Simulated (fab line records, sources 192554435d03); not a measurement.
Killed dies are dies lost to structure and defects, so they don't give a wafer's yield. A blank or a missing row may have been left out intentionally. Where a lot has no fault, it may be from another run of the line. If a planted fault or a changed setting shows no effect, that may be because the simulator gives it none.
fab line records + flow n5-finfet + part 2 of 2: steps 16 to 16 of 16
[record]
- lots = 7
- wafers = 20
- last-day = 17
route steps=1938 shown MOL_CONTACT_COAG@612 BEOL_M4@1111 PASSIVATION@1936
lots that met no fault: from a run of the same line without faults
start-h: start of the lot's first displayed wafer, in hours after the record's first day + wait-h: hours since the lot's step before + " identical to the entry in the row above + L1.1+2: one row covering several wafers at once + - no value present, or no start provided + * or withheld: withheld + < > ~ a bound
route shown NAME@n: names a module that has steps shown in the file, with the first one's number in the route + usual: mean and standard deviation over wafers with no fault + same: alike in all rows + chamber/n: place in a boat + sites: the reading at each site + _std_site: standard deviation across them + _edge_site: mean of outer sites minus mean of inner sites + radius-mm: how far each site lies from the wafer's centre + mask NAME#n: copy n + behind: the tool/chamber that last shaped the wafer + hold: the reason the lot was held/the length of the hold in hours/how it ended + device: which transistor (n, p or np) failed to switch + end of line: the route-end tests of the same wafers + step lacking rows: just its recipe + killed: the dies lost at the first sort to structure and to defects; this is not the yield of the wafer + map: a wafer's dies, marking killed ones x, the rest . and places with no die _
set.NAME: the setting as run; set.NAME@STEP: as run at that earlier step + model.NAME: the simulator's own value behind a step, which no gauge read
lots at some steps of the route; a table a step, a row a wafer
services: the hour from which a tool's chamber was out of use, counted from the record's first day as start-h (under 0 if before that day), plus the number of hours and why
[[steps]]
[step N5_PASSIVATION_PROBE_49]
[usual]
- defect-limited-yield = 91.1/1.6
- killed_at_M0_to_M3 = 35/11
- killed_at_M4_up = 13/5.4
- killed-at-contacts = 13/6.5
- killed-at-front-end = 40/14
- killed-at-other = 4/3.1
- killed-dies = 105/18
- killed-on-rim = 14/4.1
- killed-open = 69/14
- killed-short = 34/7.3
- sort_bin_5_function = 5.2/0.96
- sort_bin_6_memory = 3.4/0.77
- sort-n-pass = 1075/19
- sort-yield-pct = 91.1/1.6
[same]
- gross-dies = 1180
- killed-at-back-side = 0
- sort_bin_4_leakage[%] = 0
- sort_bin_8_speed[%] = 0
| lot.wafer | tool      | chamber | start-h | wait-h | defect-limited-yield[%] | killed_at_M0_to_M3 | killed_at_M4_up | killed-at-contacts | killed-at-front-end | killed-at-other | killed-dies | killed-on-rim | killed-open | killed-short | sort_bin_5_function[%] | sort_bin_6_memory[%] | sort-n-pass | sort-yield-pct[%] |
|-----------|-----------|---------|---------|--------|-------------------------|--------------------|-----------------|--------------------|---------------------|-----------------|-------------|---------------|-------------|--------------|------------------------|----------------------|-------------|-------------------|
| L997.4    | prober-02 | -       | 313.66  | 0.2    | 0                       | 34                 | 5               | 1101               | 32                  | 8               | 1180        | 152           | 62          | 26           | 96.7                   | 3.0                  | 0           | 0                 |
| L997.5    | prober-02 | -       | 313.71  | 0.2    | 0                       | 35                 | 6               | 1093               | 40                  | 6               | 1180        | 152           | 68          | 32           | 96.1                   | 3.6                  | 0           | 0                 |
| L997.6    | prober-02 | -       | 313.76  | 0.3    | 0                       | 26                 | 8               | 1065               | 74                  | 7               | 1180        | 152           | 91          | 35           | 95.9                   | 3.6                  | 0           | 0                 |
| L995.1    | prober-02 | -       | 313.95  | 0.0    | 92.4                    | 45                 | 13              | 12                 | 15                  | 5               | 90          | 11            | 58          | 29           | 4.8                    | 2.7                  | 1090        | 92.4              |
| L995.2    | prober-02 | -       | 314.00  | 0.1    | 88.4                    | 60                 | 11              | 30                 | 32                  | 4               | 137         | 14            | 94          | 41           | 5.9                    | 5.0                  | 1043        | 88.4              |
| L995.5    | prober-02 | -       | 314.15  | 0.2    | 90.3                    | 37                 | 21              | 11                 | 43                  | 3               | 115         | 9             | 79          | 36           | 6.2                    | 3.4                  | 1065        | 90.3              |
| L996.1    | prober-02 | -       | 317.57  | 0.0    | 0                       | 27                 | 21              | 1098               | 32                  | 2               | 1180        | 152           | 55          | 35           | 96.6                   | 2.8                  | 0           | 0                 |
| L996.2    | prober-02 | -       | 317.62  | 0.1    | 0                       | 34                 | 23              | 1090               | 31                  | 2               | 1180        | 152           | 86          | 25           | 96.7                   | 3.1                  | 0           | 0                 |
| L996.5    | prober-02 | -       | 317.77  | 0.2    | 0                       | 21                 | 9               | 1102               | 43                  | 5               | 1180        | 152           | 71          | 26           | 95.9                   | 3.6                  | 0           | 0                 |
| L998.1    | prober-02 | -       | 327.60  | 0.0    | 0                       | 24                 | 17              | 1089               | 46                  | 4               | 1180        | 152           | 69          | 30           | 96.9                   | 2.5                  | 0           | 0                 |
| L998.3    | prober-02 | -       | 327.70  | 0.1    | 0                       | 15                 | 14              | 1117               | 33                  | 1               | 1180        | 152           | 45          | 27           | 98.0                   | 1.9                  | 0           | 0                 |
| L998.4    | prober-02 | -       | 327.75  | 0.2    | 0                       | 29                 | 13              | 1102               | 30                  | 6               | 1180        | 152           | 52          | 35           | 97.0                   | 2.8                  | 0           | 0                 |
| L108.4    | prober-02 | -       | 398.61  | 0.2    | 91.3                    | 55                 | 8               | 13                 | 27                  | 0               | 103         | 14            | 68          | 34           | 5.5                    | 3.0                  | 1077        | 91.3              |
| L108.6    | prober-02 | -       | 398.71  | 0.3    | 92.5                    | 46                 | 6               | 12                 | 23                  | 2               | 89          | 16            | 40          | 49           | 4.7                    | 2.3                  | 1091        | 92.5              |
// killed by level:class
L997.4 MOL_CONTACT_COAG:area-cvd=1090 BEOL_M1:geometric-particle:open=10 MOL_CONTACT_COAG:geometric-particle:open=10 BEOL_M0_SAQP:geometric-particle:open=7 FIN_SAQP:geometric-particle:open=6 STI_FIN_REVEAL:geometric-particle:open=6 BEOL_M0_SAQP:geometric-particle:short=6 FIN_SAQP:geometric-particle:short=5
L997.5 MOL_CONTACT_COAG:area-cvd=1079 FIN_SAQP:geometric-particle:open=12 MOL_CONTACT_COAG:geometric-particle:open=9 BEOL_M1:geometric-particle:open=9 BEOL_M3:geometric-particle:open=8 STI_FIN_REVEAL:geometric-particle:open=7 FIN_SAQP:geometric-particle:short=6 MOL_CONTACT_COAG:geometric-particle:short=5
L997.6 MOL_CONTACT_COAG:area-cvd=1053 FIN_SAQP:geometric-particle:open=25 STI_FIN_REVEAL:geometric-particle:open=13 FIN_SAQP:geometric-particle:short=11 MOL_CONTACT_COAG:geometric-particle:open=10 BEOL_M3:geometric-particle:open=8 BEOL_M1:geometric-particle:open=7 GATE_CUT:geometric-particle:open=6
L995.1 BEOL_M2:geometric-particle:open=21 MOL_CONTACT_COAG:geometric-particle:open=6 MOL_CONTACT_COAG:geometric-particle:short=6 BEOL_M1:geometric-particle:open=6 BEOL_M3:geometric-particle:open=5 BEOL_M0_SAQP:geometric-particle:short=4 FIN_SAQP:geometric-particle:open=3 STI_FIN_REVEAL:geometric-particle:open=3
L995.2 MOL_CONTACT_COAG:geometric-particle:open=24 BEOL_M3:geometric-particle:open=13 STI_FIN_REVEAL:geometric-particle:open=12 BEOL_M2:geometric-particle:open=12 BEOL_M1:geometric-particle:open=11 BEOL_M1:geometric-particle:short=10 MOL_CONTACT_COAG:geometric-particle:short=6 BEOL_M0_SAQP:geometric-particle:short=5
L995.5 STI_FIN_REVEAL:geometric-particle:open=18 BEOL_M2:geometric-particle:open=12 BEOL_M4:geometric-particle:open=10 GATE_CUT:geometric-particle:short=8 MOL_CONTACT_COAG:geometric-particle:open=7 BEOL_M0_SAQP:geometric-particle:short=7 GATE_CUT:geometric-particle:open=6 BEOL_M2:geometric-particle:short=5
L996.1 MOL_CONTACT_COAG:area-cvd=1088 MOL_CONTACT_COAG:geometric-particle:open=9 BEOL_M0_SAQP:geometric-particle:open=8 BEOL_M4:geometric-particle:short=7 FIN_SAQP:geometric-particle:open=6 BEOL_M0_SAQP:geometric-particle:short=6 BEOL_M3:geometric-particle:open=5 FIN_SAQP:geometric-particle:short=3
L996.2 MOL_CONTACT_COAG:area-cvd=1068 MOL_CONTACT_COAG:geometric-particle:open=18 BEOL_M2:geometric-particle:open=16 DUMMY_GATE:geometric-particle:open=9 FIN_SAQP:geometric-particle:open=8 BEOL_M3:geometric-particle:open=7 FIN_SAQP:geometric-particle:short=5 BEOL_M8:geometric-particle:open=5
L996.5 MOL_CONTACT_COAG:area-cvd=1082 MOL_CONTACT_COAG:geometric-particle:open=18 BEOL_M3:geometric-particle:open=8 FIN_SAQP:geometric-particle:short=7 GATE_CUT:geometric-particle:open=7 FIN_SAQP:geometric-particle:open=5 DUMMY_GATE:geometric-particle:open=5 BEOL_M1:geometric-particle:open=5
L998.1 MOL_CONTACT_COAG:area-cvd=1081 STI_FIN_REVEAL:geometric-particle:open=13 BEOL_M0:geometric-particle:open=6 MOL_CONTACT_COAG:geometric-particle:open=5 BEOL_M0_SAQP:geometric-particle:open=5 DUMMY_GATE:geometric-particle:open=4 GATE_CUT:geometric-particle:open=4 GATE_CUT:geometric-particle:short=4
L998.3 MOL_CONTACT_COAG:area-cvd=1107 MOL_CONTACT_COAG:geometric-particle:open=9 BEOL_M4:geometric-particle:open=7 FIN_SAQP:geometric-particle:short=6 BEOL_M0_SAQP:geometric-particle:short=5 STI_FIN_REVEAL:geometric-particle:open=4 ILD0:geometric-particle:short=4 STARTING-WAFER:geometric-particle:open=4
L998.4 MOL_CONTACT_COAG:area-cvd=1093 MOL_CONTACT_COAG:geometric-particle:open=9 BEOL_M0_SAQP:geometric-particle:short=9 BEOL_M1:geometric-particle:open=7 DUMMY_GATE:geometric-particle:open=6 STI_FIN_REVEAL:geometric-particle:open=5 BEOL_M0_SAQP:geometric-particle:open=5 STARTING-WAFER:geometric-particle:short=5
L108.4 BEOL_M0_SAQP:geometric-particle:open=19 BEOL_M0_SAQP:geometric-particle:short=15 MOL_CONTACT_COAG:geometric-particle:open=10 BEOL_M2:geometric-particle:open=8 FIN_SAQP:geometric-particle:short=6 DUMMY_GATE:geometric-particle:open=6 BEOL_M4:geometric-particle:open=6 BEOL_M3:geometric-particle:open=5
L108.6 BEOL_M0_SAQP:geometric-particle:short=17 BEOL_M1:geometric-particle:open=7 MOL_CONTACT_COAG:geometric-particle:open=7 BEOL_M1:geometric-particle:short=7 MOL_CONTACT_COAG:geometric-particle:short=5 BEOL_M0_SAQP:geometric-particle:open=5 FIN_SAQP:geometric-particle:short=4 STARTING-WAFER:geometric-particle:short=4
// map L996.1 (x killed, . not)
_________________xxxxxxxxxxxx________________
______________xxxxxxxxxxxxxxxxxx_____________
___________xxxxxxxxxxxxxxxxxxxxxxxx__________
__________xxxxxxxxxxxxxxxxxxxxxxxxxx_________
________xxxxxxxxxxxxxxxxxxxxxxxxxxxxxx_______
_______xxxxxxxxxxxxxxxxxxxxxxxxxxxxxxxx______
______xxxxxxxxxxxxxxxxxxxxxxxxxxxxxxxxxx_____
_____xxxxxxxxxxxxxxxxxxxxxxxxxxxxxxxxxxxx____
____xxxxxxxxxxxxxxxxxxxxxxxxxxxxxxxxxxxxxx___
___xxxxxxxxxxxxxxxxxxxxxxxxxxxxxxxxxxxxxxxx__
___xxxxxxxxxxxxxxxxxxxxxxxxxxxxxxxxxxxxxxxx__
__xxxxxxxxxxxxxxxxxxxxxxxxxxxxxxxxxxxxxxxxxx_
__xxxxxxxxxxxxxxxxxxxxxxxxxxxxxxxxxxxxxxxxxx_
_xxxxxxxxxxxxxxxxxxxxxxxxxxxxxxxxxxxxxxxxxxxx
_xxxxxxxxxxxxxxxxxxxxxxxxxxxxxxxxxxxxxxxxxxxx
_xxxxxxxxxxxxxxxxxxxxxxxxxxxxxxxxxxxxxxxxxxxx
_xxxxxxxxxxxxxxxxxxxxxxxxxxxxxxxxxxxxxxxxxxxx
_xxxxxxxxxxxxxxxxxxxxxxxxxxxxxxxxxxxxxxxxxxxx
_xxxxxxxxxxxxxxxxxxxxxxxxxxxxxxxxxxxxxxxxxxxx
_xxxxxxxxxxxxxxxxxxxxxxxxxxxxxxxxxxxxxxxxxxxx
_xxxxxxxxxxxxxxxxxxxxxxxxxxxxxxxxxxxxxxxxxxxx
__xxxxxxxxxxxxxxxxxxxxxxxxxxxxxxxxxxxxxxxxxx_
__xxxxxxxxxxxxxxxxxxxxxxxxxxxxxxxxxxxxxxxxxx_
___xxxxxxxxxxxxxxxxxxxxxxxxxxxxxxxxxxxxxxxx__
___xxxxxxxxxxxxxxxxxxxxxxxxxxxxxxxxxxxxxxxx__
____xxxxxxxxxxxxxxxxxxxxxxxxxxxxxxxxxxxxxx___
_____xxxxxxxxxxxxxxxxxxxxxxxxxxxxxxxxxxxx____
______xxxxxxxxxxxxxxxxxxxxxxxxxxxxxxxxxx_____
_______xxxxxxxxxxxxxxxxxxxxxxxxxxxxxxxx______
________xxxxxxxxxxxxxxxxxxxxxxxxxxxxxx_______
__________xxxxxxxxxxxxxxxxxxxxxxxxxx_________
___________xxxxxxxxxxxxxxxxxxxxxxxx__________
______________xxxxxxxxxxxxxxxxxx_____________
_________________xxxxxxxxxxxx________________
// map L997.4 (x killed, . not)
_________________xxxxxxxxxxxx________________
______________xxxxxxxxxxxxxxxxxx_____________
___________xxxxxxxxxxxxxxxxxxxxxxxx__________
__________xxxxxxxxxxxxxxxxxxxxxxxxxx_________
________xxxxxxxxxxxxxxxxxxxxxxxxxxxxxx_______
_______xxxxxxxxxxxxxxxxxxxxxxxxxxxxxxxx______
______xxxxxxxxxxxxxxxxxxxxxxxxxxxxxxxxxx_____
_____xxxxxxxxxxxxxxxxxxxxxxxxxxxxxxxxxxxx____
____xxxxxxxxxxxxxxxxxxxxxxxxxxxxxxxxxxxxxx___
___xxxxxxxxxxxxxxxxxxxxxxxxxxxxxxxxxxxxxxxx__
___xxxxxxxxxxxxxxxxxxxxxxxxxxxxxxxxxxxxxxxx__
__xxxxxxxxxxxxxxxxxxxxxxxxxxxxxxxxxxxxxxxxxx_
__xxxxxxxxxxxxxxxxxxxxxxxxxxxxxxxxxxxxxxxxxx_
_xxxxxxxxxxxxxxxxxxxxxxxxxxxxxxxxxxxxxxxxxxxx
_xxxxxxxxxxxxxxxxxxxxxxxxxxxxxxxxxxxxxxxxxxxx
_xxxxxxxxxxxxxxxxxxxxxxxxxxxxxxxxxxxxxxxxxxxx
_xxxxxxxxxxxxxxxxxxxxxxxxxxxxxxxxxxxxxxxxxxxx
_xxxxxxxxxxxxxxxxxxxxxxxxxxxxxxxxxxxxxxxxxxxx
_xxxxxxxxxxxxxxxxxxxxxxxxxxxxxxxxxxxxxxxxxxxx
_xxxxxxxxxxxxxxxxxxxxxxxxxxxxxxxxxxxxxxxxxxxx
_xxxxxxxxxxxxxxxxxxxxxxxxxxxxxxxxxxxxxxxxxxxx
__xxxxxxxxxxxxxxxxxxxxxxxxxxxxxxxxxxxxxxxxxx_
__xxxxxxxxxxxxxxxxxxxxxxxxxxxxxxxxxxxxxxxxxx_
___xxxxxxxxxxxxxxxxxxxxxxxxxxxxxxxxxxxxxxxx__
___xxxxxxxxxxxxxxxxxxxxxxxxxxxxxxxxxxxxxxxx__
____xxxxxxxxxxxxxxxxxxxxxxxxxxxxxxxxxxxxxx___
_____xxxxxxxxxxxxxxxxxxxxxxxxxxxxxxxxxxxx____
______xxxxxxxxxxxxxxxxxxxxxxxxxxxxxxxxxx_____
_______xxxxxxxxxxxxxxxxxxxxxxxxxxxxxxxx______
________xxxxxxxxxxxxxxxxxxxxxxxxxxxxxx_______
__________xxxxxxxxxxxxxxxxxxxxxxxxxx_________
___________xxxxxxxxxxxxxxxxxxxxxxxx__________
______________xxxxxxxxxxxxxxxxxx_____________
_________________xxxxxxxxxxxx________________
[[services]]
| tool            | chamber | start-h | hours | kind                          |
|-----------------|---------|---------|-------|-------------------------------|
| rie-diel-04     | 0       | 146.67  | -     | clean                         |
| rie-diel-04     | 0       | 146.67  | -     | consumable-replace:focus-ring |
| rie-diel-04     | 0       | 146.67  | 13.9  | scheduled-down                |
| rie-diel-04     | 0       | 146.67  | 13.9  | vent-cycle                    |
| rie-diel-05     | 0       | 148.21  | 4.6   | repair                        |
| rie-diel-04     | 3       | 160.57  | -     | clean                         |
| rie-diel-04     | 3       | 160.57  | -     | consumable-replace:focus-ring |
| rie-diel-04     | 3       | 160.57  | 28.2  | scheduled-down                |
| rie-diel-04     | 3       | 160.57  | 28.2  | vent-cycle                    |
| cvd-w-02        | -       | 173.33  | 2.9   | repair                        |
| cvd-w-01        | 0       | 191.28  | 10.6  | repair                        |
| plasma-asher-01 | -       | 195.21  | 4.3   | pm                            |
| rie-diel-01     | 3       | 195.47  | 16.5  | repair                        |
| rie-diel-04     | 1       | 196.86  | -     | clean                         |
| rie-diel-04     | 1       | 196.86  | -     | consumable-replace:focus-ring |
| rie-diel-04     | 1       | 196.86  | -     | consumable-replace:showerhead |
| rie-diel-04     | 1       | 196.86  | 14.6  | scheduled-down                |
| rie-diel-04     | 1       | 196.86  | 14.6  | vent-cycle                    |
| rie-diel-04     | 0       | 199.60  | 4.3   | repair                        |
| rie-diel-04     | 2       | 211.62  | -     | clean                         |
| rie-diel-04     | 2       | 211.62  | -     | consumable-replace:focus-ring |
| rie-diel-04     | 2       | 211.62  | 19.5  | scheduled-down                |
| plasma-asher-01 | -       | 238.04  | 20.2  | repair                        |
| cvd-w-01        | 1       | 240.59  | 7.4   | repair                        |
[[key]]
[first-sign]
- step = N5_MOL_CONTACT_COAG_CVD_140
- reading = tool-record
- direction = missing
[effect]
- step = N5_PASSIVATION_PROBE_49
- reading = killed-at-contacts
- direction = up
- sigmas = 99+
- usual = 13
- struck = 1095
[more-kills-born-at]
- N5_MOL_CONTACT_COAG_CVD_140@cvd-w-01 = 6460
- N5_MOL_CONTACT_COAG_CVD_140@cvd-w-02 = 3280
met-at N5_MOL_CONTACT_COAG_CVD_140
struck-wafers L996.1,L996.2,L996.5,L997.4,L997.5,L997.6,L998.1,L998.3,L998.4
later-rows-left-out L996.1,L996.2,L996.5,L997.4,L997.5,L997.6,L998.1,L998.3,L998.4
onset-between 138.96 145.24
[fault]
- kind = skipped-step-whole
- tool = cvd-w-01,cvd-w-02
- chamber = -
- onset-h = 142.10
- steps = N5_MOL_CONTACT_COAG_CVD_140
- scope = struck-lots-only
// later-rows-left-out: the simulator's readings of these wafers behind a module that went badly wrong aren't trusted and aren't shown, but for the sort
